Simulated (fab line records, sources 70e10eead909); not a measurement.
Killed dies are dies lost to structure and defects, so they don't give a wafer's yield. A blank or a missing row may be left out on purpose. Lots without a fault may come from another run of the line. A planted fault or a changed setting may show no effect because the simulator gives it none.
Which tool did it? | flow nand_harc | 12 lots, 36 wafers sampled, at 6 steps of a route of 1159

WHAT THE GAUGES READ, wafer by wafer
NHARC_P_ZERO_WELL_CD_MEAS_11: target cd 500 nm.
lot  | measured    | on        | cd_nm (nm)
L821 | day 1 13:16 | cd_sem-02 | 501.4 499.8 504.9
L823 | day 2 01:14 | cd_sem-03 | 501.6 503.2 504.8
L825 | day 2 13:14 | cd_sem-01 | 496.9 503.6 499.3
L826 | day 2 19:08 | cd_sem-02 | 499.7 501.2 500.0
L829 | day 3 13:14 | cd_sem-01 | 499.1 501.1 499.8
L831 | day 4 01:08 | cd_sem-02 | 504.7 499.9 501.9
L834 | day 4 19:14 | cd_sem-02 | 495.8 497.4 495.3
L838 | day 5 19:07 | cd_sem-02 | 500.2 498.8 502.3
L841 | day 6 13:08 | cd_sem-03 | 498.5 499.5 502.9
L842 | day 6 19:07 | cd_sem-01 | 498.8 499.7 495.2
L843 | day 7 01:07 | cd_sem-03 | 498.6 505.9 505.3
L844 | day 7 07:07 | cd_sem-03 | 499.8 501.8 501.5

NHARC_P_ZERO_WELL_CD_MEAS_37: target cd 720 nm.
lot  | measured    | on        | cd_nm (nm)
L821 | day 1 16:15 | cd_sem-02 | 719.0 715.6 721.0
L823 | day 2 04:10 | cd_sem-03 | 718.3 720.5 720.2
L825 | day 2 16:06 | cd_sem-01 | 721.8 719.8 719.3
L826 | day 2 22:04 | cd_sem-01 | 720.5 717.1 717.8
L829 | day 3 16:14 | cd_sem-02 | 716.5 719.6 717.1
L831 | day 4 04:10 | cd_sem-03 | - - -
L834 | day 4 21:59 | cd_sem-02 | 720.5 717.1 721.3
L838 | day 5 22:07 | cd_sem-02 | 718.1 719.3 720.1
L841 | day 6 16:02 | cd_sem-02 | 720.1 722.6 717.0
L842 | day 6 22:13 | cd_sem-02 | 716.5 715.2 715.5
L843 | day 7 03:50 | cd_sem-01 | 713.7 721.0 718.2
L844 | day 7 09:59 | cd_sem-03 | 717.2 720.0 718.2

NHARC_END_SORT_01.
lot  | measured     | on        | killed_at_array | killed_at_other | killed_at_periphery | killed_dies | killed_open | killed_short
L825 | day 21 00:05 | prober-01 | 10 13 11        | 0 0 1           | 4 4 4               | 14 17 16    | 5 4 4       | 0 1 1
L831 | day 21 16:42 | prober-01 | 32 28 39        | 0 0 0           | 645 649 638         | 677 677 677 | 3 4 1       | 0 2 0
L842 | day 25 09:14 | prober-02 | 25 15 16        | 3 3 3           | 2 4 3               | 30 22 22    | 4 3 3       | 1 2 0

WHICH TOOL RAN EACH LOT (tool, then ch and the chambers of the sampled wafers, then the start)
lot  | NHARC_P_ZERO_WELL_ETCH_62                    | NHARC_P_ZERO_WELL_EXPOSE_34      | NHARC_P_STI_DESCUM_14
L821 | rie_diel-01 ch 1,2, day 1 16:06 or earlier   | krf_scanner-01 ch 0, day 1 16:06 | rie_diel-11 ch 2,3, day 2 13:38
L823 | rie_diel-09 ch 2,3, day 2 04:01 or earlier   | krf_scanner-01 ch 0, day 2 04:01 | rie_diel-08 ch 0,2, day 3 02:52
L825 | rie_diel-07 ch 0,1,2, day 2 15:56 or earlier | krf_scanner-01 ch 0, day 2 15:56 | rie_diel-11 ch 0,1,2, day 3 12:41
L826 | rie_diel-09 ch 0,3, day 2 21:54 or earlier   | krf_scanner-03 ch 0, day 2 21:54 | rie_diel-11 ch 1,3, day 3 19:23
L829 | rie_diel-07 ch 0,1,2, day 3 16:05 or earlier | krf_scanner-03 ch 0, day 3 16:05 | rie_diel-11 ch 1,2,3, day 4 11:11
L831 | rie_diel-07 ch 0,1, day 4 04:01 or earlier   | krf_scanner-01 ch 0, day 4 04:01 | -
L834 | rie_diel-09 ch 0,1,2, day 4 21:50 or earlier | krf_scanner-03 ch 0, day 4 21:50 | rie_diel-08 ch 0,1,3, day 5 19:25
L838 | rie_diel-07 ch 2,3, day 5 21:57 or earlier   | krf_scanner-01 ch 0, day 5 21:57 | rie_diel-11 ch 0,1,3, day 6 18:38
L841 | rie_diel-01 ch 0,2,3, day 6 15:52 or earlier | krf_scanner-01 ch 0, day 6 15:52 | rie_diel-05 ch 1,3, day 7 07:47
L842 | rie_diel-09 ch 1,3, day 6 22:04 or earlier   | krf_scanner-04 ch 0, day 6 22:04 | rie_diel-08 ch 0,2, day 7 19:17
L843 | rie_diel-09 ch 1,2, day 7 03:41 or earlier   | krf_scanner-04 ch 0, day 7 03:41 | rie_diel-11 ch 0,2,3, day 7 19:28
L844 | rie_diel-07 ch 2,3, day 7 09:50 or earlier   | krf_scanner-04 ch 0, day 7 09:50 | rie_diel-05 ch 0,2, day 8 05:13
- NHARC_P_ZERO_WELL_ETCH_62: etches the open film in CHF3/Ar, target depth 13 nm, time 6.5 s.
- NHARC_P_ZERO_WELL_EXPOSE_34: exposes mask P PWELL, target cd 720 nm.
- NHARC_P_STI_DESCUM_14: chemistry O2, time 3 s.

WHAT THE TOOLS THEMSELVES READ (means of the sampled wafers that have a number; where no wafer has one, the mark that the record gives instead)
NHARC_P_ZERO_WELL_ETCH_62.
lot  | tool        | drypump_motor_current_A (A) | oes_product_au (a.u.) | rf_vpp_V (V) | showerhead_plenum_p_Torr (Torr) | throttle_valve_pct (%)
L821 | rie_diel-01 | 5.63                        | 0.961                 | 372.7        | 2.43                            | 20.214
L823 | rie_diel-09 | 5.59                        | 0.972                 | 371.5        | 2.36                            | 20.212
L825 | rie_diel-07 | 5.90                        | 0.971                 | 371.0        | 2.33                            | 20.206
L826 | rie_diel-09 | 5.64                        | 0.960                 | 373.7        | 2.52                            | 20.218
L829 | rie_diel-07 | 5.90                        | 0.976                 | 369.6        | 2.32                            | 20.219
L831 | rie_diel-07 | 5.87                        | 0.970                 | 370.0        | 2.29                            | 20.230
L834 | rie_diel-09 | 5.72                        | 0.981                 | 370.9        | 2.35                            | 20.210
L838 | rie_diel-07 | 6.22                        | 0.951                 | 368.3        | 2.25                            | 20.214
L841 | rie_diel-01 | 5.98                        | 0.965                 | 372.3        | 2.42                            | 20.213
L842 | rie_diel-09 | 5.41                        | 0.975                 | 372.5        | 2.43                            | 20.214
L843 | rie_diel-09 | 5.68                        | 0.971                 | 367.9        | 2.27                            | 20.212
L844 | rie_diel-07 | 6.21                        | 0.972                 | 368.8        | 2.25                            | 20.211

NHARC_P_STI_DESCUM_14.
lot  | tool        | drypump_motor_current_A (A) | o2_flow_sccm (sccm) | oes_product_au (a.u.) | rf_vpp_V (V) | showerhead_plenum_p_Torr (Torr) | throttle_valve_pct (%)
L821 | rie_diel-11 | 5.5                         | 200.3               | 1.015                 | 57.1         | 1.89                            | 11.312
L823 | rie_diel-08 | 5.7                         | 200.5               | 0.991                 | 58.0         | 1.89                            | 11.312
L825 | rie_diel-11 | 5.7                         | 199.8               | 1.006                 | 57.0         | 1.88                            | 11.309
L826 | rie_diel-11 | 5.8                         | 200.5               | 1.001                 | 58.2         | 1.98                            | 11.310
L829 | rie_diel-11 | 5.7                         | 199.7               | 1.000                 | 58.7         | 1.93                            | 11.313
L834 | rie_diel-08 | 6.0                         | 199.8               | 0.988                 | 57.5         | 1.95                            | 11.315
L838 | rie_diel-11 | 5.7                         | 200.8               | 0.998                 | 56.9         | 1.94                            | 11.314
L841 | rie_diel-05 | 6.2                         | 199.7               | 0.988                 | 58.2         | 1.98                            | 11.316
L842 | rie_diel-08 | 5.9                         | 200.2               | 1.006                 | 57.3         | 1.97                            | 11.307
L843 | rie_diel-11 | 5.6                         | 199.8               | 0.998                 | 57.7         | 1.90                            | 11.305
L844 | rie_diel-05 | 5.7                         | 199.6               | 0.998                 | 57.3         | 1.80                            | 11.317

THE ANSWER, worked out from the rows above alone
Rule: what is usual is taken from the lots themselves. Put in order of their means at a reading, lots are off if they are a third of the lots or fewer, leave a main group of 4 or more, and stand apart from it by a gap of 3 or more times the standard deviation of the main group's means; of several such gaps the widest counts. A main group whose means are all the same, to the digits that the tables above print for the reading, isn't used. A lot without any number at a reading at which 4 lots or more have one is off too. The other lots that the step has rows for count as sound. The gauges are gone through in route order, then the tools' own readings, and for those a lot's mean is taken as printed above. The first step at which some lot is off is used, and at that step the reading that is off furthest; a lot without a number counts as furthest.
Off: L831, at NHARC_P_ZERO_WELL_CD_MEAS_37 (cd_nm). Without a number there: L831. The main group: mean 718.7 nm, standard deviation 1.2.
A tool fits if, at a process step before that reading, it ran every lot that is off, and no sound lot after the first of them. The gauges at NHARC_P_ZERO_WELL_CD_MEAS_37 aren't tried: what is off there is off at NHARC_P_ZERO_WELL_ETCH_62 too, on other tools, and a gauge's error can't cause that. NHARC_P_ZERO_WELL_ETCH_62 gives no start for some lots, so the hours and the order of its lots are those of NHARC_P_ZERO_WELL_EXPOSE_34. None of those tried fits.

WHAT THE SIMULATOR HAD PUT IN
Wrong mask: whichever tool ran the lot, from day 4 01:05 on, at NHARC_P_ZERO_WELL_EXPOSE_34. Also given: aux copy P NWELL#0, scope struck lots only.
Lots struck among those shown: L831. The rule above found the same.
